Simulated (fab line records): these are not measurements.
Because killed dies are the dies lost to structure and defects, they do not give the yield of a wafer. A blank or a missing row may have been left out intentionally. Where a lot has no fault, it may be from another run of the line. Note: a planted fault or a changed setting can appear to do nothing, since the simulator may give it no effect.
Matching of chambers ; flow n5Finfet ; 4 sister chambers for N5_BEOL_M3_ETCH_74 on rieDiel-05
The step etches underlayer in N2/H2, target depth 6.5 nm, time 5.2 s. 18 wafers are shown with their chamber, then 9 later ones without.

WAFERS PAIRED WITH THEIR CHAMBERS
wafer;chamber;showerheadPlenumPTorr (Torr);throttleValvePct (%);oesProductAu (a.u.)
L075.3;2;2.53;17.57;0.63
L075.4;3;2.73;17.94;0.81
L075.6;2;2.53;17.59;0.63
L076.1;3;2.72;17.92;0.81
L076.2;1;2.58;17.63;0.74
L076.5;0;2.52;17.70;0.62
L078.1;1;2.58;17.61;0.74
L078.4;0;2.52;17.69;0.62
L078.5;3;2.72;17.94;0.80
L081.1;0;2.52;17.69;0.61
L081.3;1;2.58;17.62;0.73
L081.6;0;2.52;17.70;0.61
L082.1;3;2.72;17.93;0.80
L082.4;0;2.52;17.71;0.63
L082.5;3;2.72;17.92;0.81
L087.3;3;2.72;17.94;0.79
L087.4;2;2.52;17.61;0.62
L087.5;2;2.52;17.59;0.62

SIGNATURES (means of the wafers above)
reading;chamber 0;chamber 1;chamber 2;chamber 3;scatter within a chamber
showerheadPlenumPTorr;2.5200;2.5800;2.5250;2.7217;0.00362
throttleValvePct;17.6980;17.6200;17.5900;17.9317;0.0112
oesProductAu;0.6180;0.7367;0.6250;0.8033;0.00746
Rule: a wafer lies at a distance from a chamber equal to the root of the sum of squares, over the readings, of (its reading less the chamber's mean, divided by the reading's scatter). The wafer belongs to the nearest chamber; if the next one is less than 2 further off, it can't be placed. The scatter is the square root of a quotient: the sum, over the shown wafers, of each reading's squared deviation from its chamber's mean, divided by wafers minus chambers.

WAFERS WITH NO CHAMBER GIVEN
wafer;showerheadPlenumPTorr (Torr);throttleValvePct (%);oesProductAu (a.u.)
L089.1;2.51;17.73;0.60
L089.3;2.72;17.93;0.78
L089.5;2.58;17.62;0.71
L091.1;2.52;17.60;0.62
L091.4;2.72;17.92;0.77
L091.5;2.58;17.65;0.71
L097.2;2.57;17.63;0.70
L097.3;2.51;17.74;0.61
L097.6;2.52;17.63;0.61

EACH ONE'S CHAMBER
wafer;from the rows above;in truth
L089.1;0;0
L089.3;3;3
L089.5;1;1
L091.1;2;2
L091.4;3;3
L091.5;1;1
L097.2;1;1
L097.3;0;0
L097.6;can't be placed: 2 or 0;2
Placed correctly: 8 of 9. These rows do not allow placing 1 (true chamber among the candidates in 1). Wrongly placed: 0.
